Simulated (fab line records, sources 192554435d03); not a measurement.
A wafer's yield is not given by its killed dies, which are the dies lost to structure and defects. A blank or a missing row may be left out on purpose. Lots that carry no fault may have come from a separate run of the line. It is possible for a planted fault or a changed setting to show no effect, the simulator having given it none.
fab line records	flow n5_finfet
record lots=9	wafers=27	last_day=16
route steps=1938 shown STI_FIN_REVEAL@207 DUMMY_GATE@248 SPACER0@261 SD_EPI_N@272 BEOL_M4@1111 PASSIVATION@1936
lots untouched by any fault: they come from a run of this same line in which no faults occurred
start_h: start of the lot's first displayed wafer, in hours after the record's first day	wait_h: hours from the lot's prior step to this one	" identical to the entry in the row above	L1.1+2: one row covering several wafers at once	- no value present, or no start provided	* or withheld: withheld	< > ~ a bound
route shown NAME@n: a module of which the file shows steps, and the number in the route of the first	usual: the fault-free wafers' mean and standard deviation	same: alike in all rows	chamber/n: place in a boat	sites: per-site readings	_std_site: the standard deviation of these	_edge_site: outer sites' mean less inner sites'	radius_mm: how far each site lies from the wafer's centre	mask NAME#n: copy n	behind: the tool/chamber that last shaped the wafer	hold: the reason the lot was held/the length of the hold in hours/how it ended	device: transistor that didn't switch, given as n, p or np	end of line: the same wafers' tests at the end of the route	a step without rows: its recipe alone	killed: at the first sort, the dies lost to defects and structure; wafer yield is something else	map: a wafer's dies, marking killed ones x, the rest . and places with no die _
set.NAME: the setting that was run; set.NAME@STEP: the one run at that earlier step	model.NAME: the simulator's own value behind a step, which no gauge read
the route's steps for a sample of lots (tables are steps, rows are wafers)
services: from which hour (start_h, from the record's first day; less than 0 if before it) a tool's chamber was out of use, for how many hours, and why
## steps
# step N5_STI_FIN_REVEAL_CD_MEAS_22
# recipe target_cd_nm=6.238	pitch_nm=28	polarity=line
# usual cd_nm=6.26/0.27
lot.wafer	tool	chamber	start_h	wait_h	cd_nm
L734.1	cd_sem-02	-	44.27	0.0	6.36
L734.3	"	-	"	"	6.32
L734.5	"	-	"	"	6.28
L737.1	cd_sem-02	-	60.60	0.0	6.64
L737.5	"	-	"	"	6.27
L737.6	"	-	"	"	6.53
L741.2	cd_sem-02	-	86.42	0.0	6.57
L741.3	"	-	"	"	6.18
L741.5	"	-	"	"	5.97
L744.2	cd_sem-03	-	105.10	0.0	6.21
L744.3	"	-	"	"	6.24
L744.4	"	-	"	"	6.16
L745.1	cd_sem-03	-	109.68	0.0	5.72
L745.3	"	-	"	"	5.96
L745.4	"	-	"	"	6.26
L748.1	cd_sem-01	-	127.21	0.0	5.98
L748.2	"	-	"	"	6.16
L748.3	"	-	"	"	5.94
L749.1	cd_sem-01	-	133.15	0.0	6.24
L749.5	"	-	"	"	5.92
L749.6	"	-	"	"	6.00
L750.1	cd_sem-01	-	139.17	0.0	6.42
L750.3	"	-	"	"	6.15
L750.6	"	-	"	"	6.08
L753.2	cd_sem-01	-	156.38	0.0	5.90
L753.5	"	-	"	"	6.66
L753.6	"	-	"	"	6.10
# step N5_STI_FIN_REVEAL_FIN_H_MEAS_10
# usual trench_depth_nm=52.0/0.68
lot.wafer	tool	chamber	start_h	wait_h	trench_depth_nm
L734.1	ocd-02	-	44.30	0.0	52.5
L734.3	"	-	"	"	52.4
L734.5	"	-	"	"	52.9
L737.1	ocd-02	-	60.63	0.0	51.9
L737.5	"	-	"	"	51.1
L737.6	"	-	"	"	52.9
L741.2	ocd-02	-	86.45	0.0	52.7
L741.3	"	-	"	"	52.4
L741.5	"	-	"	"	51.7
L744.2	ocd-02	-	105.13	0.0	51.5
L744.3	"	-	"	"	51.6
L744.4	"	-	"	"	52.4
L745.1	ocd-01	-	109.72	0.0	52.3
L745.3	"	-	"	"	52.6
L745.4	"	-	"	"	51.8
L748.1	ocd-02	-	127.24	0.0	52.1
L748.2	"	-	"	"	52.1
L748.3	"	-	"	"	53.1
L749.1	ocd-02	-	133.18	0.0	51.9
L749.5	"	-	"	"	51.0
L749.6	"	-	"	"	51.5
L750.1	ocd-01	-	139.20	0.0	51.7
L750.3	"	-	"	"	52.2
L750.6	"	-	"	"	52.2
L753.2	ocd-02	-	156.41	0.0	51.8
L753.5	"	-	"	"	51.8
L753.6	"	-	"	"	51.2
# step N5_STI_FIN_REVEAL_INSPECT_13
# recipe inspect_instrument=darkfield	mode=post_clean
# usual raw_defect_count=11/4.4
lot.wafer	tool	chamber	start_h	wait_h	raw_defect_count
L734.1	defect_inspect-02	-	44.39	0.0	9
L734.3	"	-	"	"	6
L734.5	"	-	"	"	14
L737.1	defect_inspect-01	-	60.72	0.0	7
L737.5	"	-	"	"	17
L737.6	"	-	"	"	15
L741.2	defect_inspect-01	-	86.53	0.0	16
L741.3	"	-	"	"	14
L741.5	"	-	"	"	13
L744.2	defect_inspect-01	-	105.22	0.0	11
L744.3	"	-	"	"	21
L744.4	"	-	"	"	23
L745.1	defect_inspect-01	-	109.84	0.0	8
L745.3	"	-	"	"	14
L745.4	"	-	"	"	10
L748.1	defect_inspect-02	-	127.33	0.0	20
L748.2	"	-	"	"	15
L748.3	"	-	"	"	7
L749.1	defect_inspect-01	-	133.26	0.0	4
L749.5	"	-	"	"	10
L749.6	"	-	"	"	9
L750.1	defect_inspect-02	-	139.29	0.0	17
L750.3	"	-	"	"	11
L750.6	"	-	"	"	8
L753.2	defect_inspect-01	-	156.50	0.0	8
L753.5	"	-	"	"	13
L753.6	"	-	"	"	6
# step N5_DUMMY_GATE_ETCH_44
# recipe chemistry=HBr/O2	over_etch_frac=0.7	target_depth_a=1275	stop_on=SiO2	ion_energy_ev=60	bias_w=20	target=poly-Si	mask_material=SiO2	pressure_mtorr=20	icp_w=400	HBr_flow_sccm=120	O2_flow_sccm=10
# usual drypump_motor_current_A=5.8/0.55	oes_product_au=0.725/0.0098	throttle_valve_pct=18.50/0.16
lot.wafer	tool	chamber	start_h	wait_h	drypump_motor_current_A	oes_product_au	rf_hours_counter_h	throttle_valve_pct
L734.1	rie_si-06	1	54.30	0.0	6.7	0.728	22	18.68
L734.3	"	2	"	"	6.2	0.728	10	18.63
L734.5	"	3	"	"	4.9	0.726	-	18.55
L737.1	rie_si-06	1	70.25	0.0	6.7	0.724	22	18.68
L737.5	"	1	"	"	6.7	0.734	-	18.68
L737.6	"	0	"	"	6.3	0.737	-	18.45
L741.2	rie_si-01	0	97.73	0.0	5.6	0.753	137	18.30
L741.3	"	3	"	"	5.7	0.727	29	18.62
L741.5	"	3	"	"	5.7	0.716	-	18.61
L744.2	rie_si-01	3	116.94	0.0	5.7	0.705	29	18.62
L744.3	"	0	"	"	5.6	0.738	138	18.33
L744.4	"	1	"	"	5.5	0.725	0	18.09
L745.1	rie_si-06	3	123.78	0.0	4.9	0.735	164	18.54
L745.3	"	1	"	"	6.7	0.729	23	18.68
L745.4	"	2	"	"	6.2	0.712	11	18.63
L748.1	rie_si-06	3	137.06	0.0	4.9	0.729	164	18.54
L748.2	"	0	"	"	6.2	0.742	84	18.43
L748.3	"	1	"	"	6.7	0.721	24	18.68
L749.1	rie_si-04	1	143.35	0.0	5.1	0.728	193	18.21
L749.5	"	2	"	"	5.8	0.729	-	18.53
L749.6	"	0	"	"	5.6	0.711	-	18.61
L750.1	rie_si-04	0	148.69	0.0	5.6	0.721	125	18.60
L750.3	"	2	"	"	5.8	0.727	3	18.54
L750.6	"	3	"	"	4.9	0.722	-	18.62
L753.2	rie_si-06	2	167.94	0.0	6.2	0.720	12	18.64
L753.5	"	2	"	"	6.2	0.723	-	18.61
L753.6	"	1	"	"	6.7	0.714	-	18.69
# step N5_DUMMY_GATE_INSPECT_27
# recipe inspect_instrument=brightfield	mode=aei
# usual raw_defect_count=284/70
lot.wafer	tool	chamber	start_h	wait_h	raw_defect_count
L734.1	defect_inspect-01	-	54.69	0.0	261
L734.3	"	-	"	"	216
L734.5	"	-	"	"	270
L737.1	defect_inspect-01	-	70.88	0.0	324
L737.5	"	-	"	"	260
L737.6	"	-	"	"	396
L741.2	defect_inspect-02	-	98.13	0.0	281
L741.3	"	-	"	"	367
L741.5	"	-	"	"	210
L744.2	defect_inspect-01	-	117.34	0.0	208
L744.3	"	-	"	"	258
L744.4	"	-	"	"	188
L745.1	defect_inspect-01	-	124.17	0.0	334
L745.3	"	-	"	"	351
L745.4	"	-	"	"	497
L748.1	defect_inspect-01	-	137.45	0.0	761
L748.2	"	-	"	"	723
L748.3	"	-	"	"	750
L749.1	defect_inspect-02	-	143.74	0.0	231
L749.5	"	-	"	"	349
L749.6	"	-	"	"	478
L750.1	defect_inspect-01	-	149.09	0.0	324
L750.3	"	-	"	"	293
L750.6	"	-	"	"	327
L753.2	defect_inspect-01	-	168.59	0.0	787
L753.5	"	-	"	"	686
L753.6	"	-	"	"	686
# step N5_SPACER0_INSPECT_04
# recipe inspect_instrument=darkfield	mode=post_dep
# usual raw_defect_count=128/30
lot.wafer	tool	chamber	start_h	wait_h	raw_defect_count
L734.1	defect_inspect-01	-	55.30	0.1	114
L734.3	"	-	"	"	97
L734.5	"	-	"	"	121
L737.1	defect_inspect-01	-	71.48	0.1	140
L737.5	"	-	"	"	120
L737.6	"	-	"	"	171
L741.2	defect_inspect-01	-	101.14	0.1	120
L741.3	"	-	"	"	129
L741.5	"	-	"	"	84
L744.2	defect_inspect-01	-	117.94	0.1	127
L744.3	"	-	"	"	113
L744.4	"	-	"	"	86
L745.1	defect_inspect-02	-	124.78	0.1	134
L745.3	"	-	"	"	154
L745.4	"	-	"	"	194
L748.1	defect_inspect-01	-	139.17	0.1	615
L748.2	"	-	"	"	633
L748.3	"	-	"	"	639
L749.1	defect_inspect-01	-	144.35	0.1	103
L749.5	"	-	"	"	158
L749.6	"	-	"	"	172
L750.1	defect_inspect-02	-	149.69	0.1	153
L750.3	"	-	"	"	140
L750.6	"	-	"	"	170
L753.2	defect_inspect-01	-	169.20	0.1	641
L753.5	"	-	"	"	606
L753.6	"	-	"	"	599
# step N5_SD_EPI_N_INSPECT_11
# recipe mode=adi	inspect_instrument=macro
# usual raw_defect_count=2.2/1.5
lot.wafer	tool	chamber	start_h	wait_h	raw_defect_count
L734.1	defect_inspect-01	-	55.75	0.0	2
L734.3	"	-	"	"	0
L734.5	"	-	"	"	1
L737.1	defect_inspect-01	-	71.94	0.0	3
L737.5	"	-	"	"	1
L737.6	"	-	"	"	0
L741.2	defect_inspect-01	-	101.60	0.0	1
L741.3	"	-	"	"	2
L741.5	"	-	"	"	3
L744.2	defect_inspect-02	-	118.27	0.0	2
L744.3	"	-	"	"	1
L744.4	"	-	"	"	4
L745.1	defect_inspect-02	-	125.23	0.0	2
L745.3	"	-	"	"	3
L745.4	"	-	"	"	3
L748.1	defect_inspect-02	-	139.49	0.0	>300
L748.2	"	-	"	"	>300
L748.3	"	-	"	"	>300
L749.1	defect_inspect-01	-	144.80	0.0	4
L749.5	"	-	"	"	3
L749.6	"	-	"	"	1
L750.1	defect_inspect-02	-	150.02	0.0	2
L750.3	"	-	"	"	2
L750.6	"	-	"	"	0
L753.2	defect_inspect-01	-	169.65	0.0	>300
L753.5	"	-	"	"	>300
L753.6	"	-	"	"	>300
# step N5_SD_EPI_N_INSPECT_26
# recipe inspect_instrument=darkfield	mode=post_epi
# usual raw_defect_count=191/39
lot.wafer	tool	chamber	start_h	wait_h	raw_defect_count
L734.1	defect_inspect-01	-	59.76	0.1	187
L734.3	"	-	"	"	215
L734.5	"	-	"	"	208
L737.1	defect_inspect-01	-	75.91	0.1	207
L737.5	"	-	"	"	184
L737.6	"	-	"	"	257
L741.2	defect_inspect-01	-	105.74	0.1	169
L741.3	"	-	"	"	219
L741.5	"	-	"	"	152
L744.2	defect_inspect-01	-	122.29	0.1	177
L744.3	"	-	"	"	156
L744.4	"	-	"	"	116
L745.1	defect_inspect-01	-	129.21	0.1	203
L745.3	"	-	"	"	207
L745.4	"	-	"	"	250
L748.1	defect_inspect-01	-	144.22	0.1	670
L748.2	"	-	"	"	656
L748.3	"	-	"	"	643
L749.1	defect_inspect-01	-	149.79	0.1	144
L749.5	"	-	"	"	203
L749.6	"	-	"	"	243
L750.1	defect_inspect-01	-	154.05	0.1	224
L750.3	"	-	"	"	221
L750.6	"	-	"	"	280
L753.2	defect_inspect-01	-	174.26	0.1	726
L753.5	"	-	"	"	649
L753.6	"	-	"	"	656
# step N5_BEOL_M4_RC_MEAS_101
# usual DIBL_N=35.8/1.6	DIBL_P=36.0/2.1	IOFF_N=0.153/0.026	IOFF_P=0.21/0.037	ION_N=673/11	ION_P=462/7.6	SS_N=71.4/0.53	SS_P=73.2/0.67	VT_N=250/3.2	VT_P=-250/3.7
lot.wafer	tool	chamber	start_h	wait_h	DIBL_N[mV/V]	DIBL_P[mV/V]	IOFF_N[nA/um]	IOFF_P[nA/um]	ION_N[uA/um]	ION_P[uA/um]	SS_N[mV/dec]	SS_P[mV/dec]	VT_N[mV]	VT_P[mV]
L734.1	prober-02	0	177.41	0.0	35.3	36.1	0.139	0.18	670	453	71.1	73.2	252	-255
L734.3	"	0	"	"	37.4	37.9	0.165	0.20	675	460	71.7	73.4	250	-250
L734.5	"	0	"	"	35.5	35.7	0.137	0.18	673	456	71.6	72.4	253	-252
L737.1	prober-01	0	198.14	0.0	37.5	36.1	0.193	0.24	691	468	71.4	73.7	245	-246
L737.5	"	0	"	"	37.4	36.3	0.183	0.25	685	471	70.9	73.9	246	-243
L737.6	"	0	"	"	36.8	35.5	0.180	0.24	697	476	70.6	72.9	245	-243
L741.2	prober-02	0	211.20	0.2	33.3	32.7	0.107	0.16	663	457	71.0	72.5	257	-256
L741.3	"	0	"	"	36.3	35.2	0.143	0.18	666	453	71.6	73.1	254	-251
L741.5	"	0	"	"	35.0	33.4	0.119	0.17	652	448	71.0	73.6	255	-253
L745.1	prober-02	0	240.69	0.0	33.4	32.2	0.113	0.16	656	449	71.4	71.8	254	-252
L745.3	"	0	"	"	33.7	32.9	0.112	0.17	659	457	70.6	72.4	255	-251
L745.4	"	0	"	"	36.6	37.2	0.168	0.23	684	465	71.2	73.2	249	-248
L744.2	prober-01	0	245.42	0.2	35.2	36.0	0.160	0.18	670	455	71.9	73.3	251	-252
L744.3	"	0	"	"	37.1	39.2	0.186	0.24	670	452	71.4	74.0	246	-250
L744.4	"	0	"	"	36.0	37.5	0.160	0.22	675	460	71.9	73.7	249	-251
L748.1	prober-01	0	268.62	0.0	35.8	36.5	0.149	0.22	669	465	71.6	73.4	252	-251
L748.2	"	0	"	"	36.1	37.6	0.159	0.25	666	470	71.6	73.5	251	-246
L748.3	"	0	"	"	36.9	37.6	0.176	0.23	691	473	72.4	73.8	251	-249
L749.1	prober-02	0	269.28	0.0	35.6	34.1	0.139	0.19	669	461	71.6	73.0	252	-252
L749.5	"	0	"	"	37.7	36.3	0.164	0.22	667	461	71.1	73.8	252	-251
L749.6	"	0	"	"	36.3	34.5	0.134	0.19	669	459	71.4	73.2	251	-249
L750.1	prober-01	0	275.89	0.0	35.1	36.0	0.145	0.19	665	459	70.7	73.7	251	-252
L750.3	"	0	"	"	35.1	35.8	0.148	0.19	671	458	71.4	72.8	249	-250
L750.6	"	0	"	"	37.1	38.2	0.178	0.22	678	460	72.4	74.1	249	-252
L753.2	prober-02	0	285.42	0.2	33.9	35.1	0.134	0.19	659	463	70.9	73.0	254	-250
L753.5	"	0	"	"	35.2	36.3	0.168	0.23	673	466	71.8	73.2	248	-246
L753.6	"	0	"	"	35.8	37.1	0.181	0.23	680	460	72.2	73.5	249	-246
# step N5_PASSIVATION_PROBE_49
# usual defect_limited_yield=91.3/1.5	killed_at_M0_to_M3=33/12	killed_at_M4_up=13/5.2	killed_at_contacts=13/6.7	killed_at_front_end=40/11	killed_at_other=4.1/2.7	killed_dies=103/17	killed_open=69/13	killed_short=33/8.4	sort_bin_5_function=5.1/1	sort_bin_6_memory=3.2/0.62	sort_n_pass=1077/17	sort_yield_pct=91.3/1.5
# same gross_dies=1180	killed_at_back_side=0	sort_bin_4_leakage[%]=0	sort_bin_8_speed[%]=0
lot.wafer	tool	chamber	start_h	wait_h	defect_limited_yield[%]	killed_at_M0_to_M3	killed_at_M4_up	killed_at_contacts	killed_at_front_end	killed_at_other	killed_dies	killed_open	killed_short	sort_bin_5_function[%]	sort_bin_6_memory[%]	sort_n_pass	sort_yield_pct[%]
L748.1	prober-02	-	383.01	0.0	78.9	36	16	32	164	1	249	91	40	13.7	4.8	931	78.9
L748.2	prober-02	-	383.06	0.1	81.9	35	15	18	146	0	214	65	45	11.3	4.4	966	81.9
L748.3	prober-02	-	383.11	0.1	85.6	26	10	19	110	5	170	55	42	9.5	3.3	1010	85.6
L753.2	prober-01	-	394.75	0.3	83.0	23	10	17	147	4	201	68	22	10.8	4.2	979	83.0
L753.5	prober-01	-	394.90	0.5	83.0	26	13	17	137	8	201	65	25	11.2	3.8	979	83.0
L753.6	prober-01	-	394.95	0.5	85.0	32	11	17	108	9	177	64	36	9.1	3.4	1003	85.0
# killed by level:class
L748.1 DUMMY_GATE:unspecified=118 MOL_CONTACT_COAG:geometric_particle:open=28 BEOL_M0_SAQP:geometric_particle:short=12 STI_FIN_REVEAL:geometric_particle:open=10 BEOL_M0_SAQP:geometric_particle:open=10 FIN_SAQP:geometric_particle:open=9 BEOL_M1:geometric_particle:open=6 BEOL_M4:geometric_particle:open=6
L748.2 DUMMY_GATE:unspecified=103 MOL_CONTACT_COAG:geometric_particle:open=14 BEOL_M0_SAQP:geometric_particle:short=14 FIN_SAQP:geometric_particle:open=10 BEOL_M0_SAQP:geometric_particle:open=7 GATE_CUT:geometric_particle:short=5 ILD0:geometric_particle:open=5 ILD0:geometric_particle:short=5
L748.3 DUMMY_GATE:unspecified=72 MOL_CONTACT_COAG:geometric_particle:open=18 BEOL_M0_SAQP:geometric_particle:short=9 FIN_SAQP:geometric_particle:short=6 STI_FIN_REVEAL:geometric_particle:open=6 FIN_SAQP:geometric_particle:open=5 BEOL_M2:geometric_particle:open=5 BEOL_M8:geometric_particle:short=4
L753.2 DUMMY_GATE:unspecified=109 MOL_CONTACT_COAG:geometric_particle:open=14 FIN_SAQP:geometric_particle:open=10 BEOL_M0_SAQP:geometric_particle:open=6 BEOL_M0_SAQP:geometric_particle:short=5 BEOL_M2:geometric_particle:open=5 BEOL_M3:geometric_particle:open=5 FIN_SAQP:geometric_particle:short=4
L753.5 DUMMY_GATE:unspecified=108 MOL_CONTACT_COAG:geometric_particle:open=16 STI_FIN_REVEAL:geometric_particle:open=9 BEOL_M1:geometric_particle:open=7 GATE_CUT:geometric_particle:short=5 BEOL_M0_SAQP:geometric_particle:short=5 BEOL_M3:geometric_particle:open=5 BEOL_M4:geometric_particle:open=5
L753.6 DUMMY_GATE:unspecified=73 MOL_CONTACT_COAG:geometric_particle:open=15 BEOL_M3:geometric_particle:open=7 BEOL_M0_SAQP:geometric_particle:open=6 BEOL_M2:geometric_particle:open=6 GATE_CUT:geometric_particle:open=5 GATE_CUT:geometric_particle:short=5 BEOL_M0_SAQP:geometric_particle:short=5
## services
tool	chamber	start_h	hours	kind
rie_si-01	2	65.56	10.3	repair
rie_si-04	2	67.54	8.4	repair
rie_si-01	1	80.60	-	clean
rie_si-01	1	80.60	-	consumable_replace:esc
rie_si-01	1	80.60	22.7	scheduled_down
rie_si-01	1	80.60	22.7	vent_cycle
rie_si-01	-	108.68	2.8	pm
rie_si-06	-	117.12	2.8	pm
rie_si-01	0	119.04	8.5	repair
rie_si-04	3	136.60	6.8	repair
rie_si-06	-	152.44	0.1	repair
rie_si-04	1	161.50	-	clean
rie_si-04	1	161.50	28.3	scheduled_down
rie_si-04	1	161.50	28.3	vent_cycle
rie_si-04	-	165.98	2.8	pm
## key
first_sign step=N5_DUMMY_GATE_INSPECT_27	reading=raw_defect_count	direction=up	sigmas=6.4	usual=284	struck=732
effect step=N5_SPACER0_INSPECT_04	reading=raw_defect_count	direction=up	sigmas=17	usual=128	struck=622
effect step=N5_SD_EPI_N_INSPECT_11	reading=raw_defect_count	direction=up	sigmas=99+	usual=2.2	struck=>300
effect step=N5_SD_EPI_N_INSPECT_26	reading=raw_defect_count	direction=up	sigmas=12	usual=191	struck=667
effect step=N5_PASSIVATION_PROBE_49	reading=killed_at_front_end	direction=up	sigmas=8.6	usual=40	struck=135
more_kills_born_at N5_DUMMY_GATE_ETCH_44@rie_si-06=583
met_at N5_DUMMY_GATE_ETCH_44
struck_lots L748,L753
not_acting_at N5_STI_FIN_REVEAL_CD_MEAS_22,N5_STI_FIN_REVEAL_FIN_H_MEAS_10,N5_STI_FIN_REVEAL_INSPECT_13
onset_between 123.78 137.06
fault kind=chamber_particle_source	tool=rie_si-06	chamber=-	onset_h=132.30	steps=N5_DUMMY_GATE_ETCH_44	rate_per_visit_cm2=0.77707	end_h=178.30
